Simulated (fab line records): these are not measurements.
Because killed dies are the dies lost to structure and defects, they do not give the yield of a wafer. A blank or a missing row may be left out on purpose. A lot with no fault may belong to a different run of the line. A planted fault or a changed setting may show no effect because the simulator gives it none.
Chamber matching | flow n5 finfet | rie diel-03 running N5_GATE_CUT_ETCH_37: 4 sister chambers
The step etches SOC in N2/H2, target depth 60 nm, overetch 12 nm, time 90 s. 8 wafers are shown with their chamber, then 8 later ones without.

EACH WAFER AND ITS CHAMBER
wafer  | chamber | drypump motor current A (A) | showerhead plenum p Torr (Torr)
L082.5 | 1       | 5.7                         | 2.52
L086.1 | 3       | 5.0                         | 2.41
L086.2 | 2       | 5.6                         | 2.53
L086.3 | 0       | 6.0                         | 2.60
L088.1 | 3       | 5.0                         | 2.41
L088.4 | 0       | 5.9                         | 2.60
L088.5 | 1       | 5.7                         | 2.51
L087.1 | 2       | 5.6                         | 2.53

WAFERS WHOSE CHAMBER IS MISSING
wafer  | drypump motor current A (A) | showerhead plenum p Torr (Torr)
L087.3 | 5.7                         | 2.51
L087.4 | 5.6                         | 2.53
L092.2 | 6.0                         | 2.60
L092.3 | 5.6                         | 2.52
L092.4 | 5.6                         | 2.51
L093.1 | 6.0                         | 2.59
L093.2 | 5.6                         | 2.52
L093.4 | 5.7                         | 2.51

CHAMBER TAKEN BY EACH
wafer  | from the rows above     | in truth
L087.3 | 1                       | 1
L087.4 | 2                       | 2
L092.2 | 0                       | 0
L092.3 | can't be placed: 2 or 1 | 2
L092.4 | 1                       | 1
L093.1 | 0                       | 0
L093.2 | can't be placed: 2 or 1 | 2
L093.4 | 1                       | 1
Correct placement for 6 of the 8. From these rows, 2 cannot be placed; in 2 the true chamber is one of the candidates. Number placed wrongly: 0.
How it was worked out, from the rows above alone: a wafer's distance from a chamber is the root of the sum, over the readings, of the square of ((its reading less the chamber's mean) divided by the reading's scatter). The wafer belongs to the nearest chamber; if the next one is less than 2 further off, it can't be placed. The mean given for a chamber averages the wafers shown for that chamber. The scatter is the square root of a quotient: the sum, over the shown wafers, of each reading's squared deviation from its chamber's mean, divided by wafers minus chambers.
